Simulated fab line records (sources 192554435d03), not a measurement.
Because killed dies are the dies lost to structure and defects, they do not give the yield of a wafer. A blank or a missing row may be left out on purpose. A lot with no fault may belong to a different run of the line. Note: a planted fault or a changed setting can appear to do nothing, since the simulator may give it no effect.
Chamber matching | flow n5Finfet | N5_BEOL_M4_CO_CAP_55 on cvdCo-02 has 3 sister chambers
The step material Co, precursor CCTBA/H2, target thk 2 nm, time 102.1 s. 3 wafers are shown with their chamber, then 12 later ones without.

WAFERS WITH THEIR CHAMBER
wafer  | chamber | heaterPowerW (W)
L093.2 | 0       | 252
L093.4 | 2       | 223
L093.6 | 1       | 318

WAFERS MISSING THEIR CHAMBER
wafer  | heaterPowerW (W)
L094.1 | 314
L094.5 | 318
L094.6 | 258
L095.2 | 254
L095.4 | 248
L095.6 | 227
L096.1 | 309
L096.2 | 262
L096.6 | 230
L097.2 | 225
L097.3 | 250
L097.5 | 224

THE CHAMBER EACH PASSED THROUGH
wafer  | from the rows above | in truth
L094.1 | 1                   | 1
L094.5 | 1                   | 1
L094.6 | 0                   | 0
L095.2 | 0                   | 0
L095.4 | 0                   | 0
L095.6 | 2                   | 2
L096.1 | 1                   | 1
L096.2 | 0                   | 0
L096.6 | 2                   | 2
L097.2 | 2                   | 2
L097.3 | 0                   | 0
L097.5 | 2                   | 2
Placed correctly: 12 of 12. From these rows, 0 cannot be placed. Placed wrongly: 0.
How it was worked out, from the rows above alone: a wafer's distance from a chamber is the root of the sum, over the readings, of the square of ((its reading less the chamber's mean) divided by the reading's scatter). The wafer belongs to the nearest chamber; if the next one is less than 2 further off, it can't be placed. For every chamber, the mean is computed from those of its wafers that are shown. The scatter: root of mean squared gap, hidden wafer to nearest shown wafer, with one shown wafer a chamber.
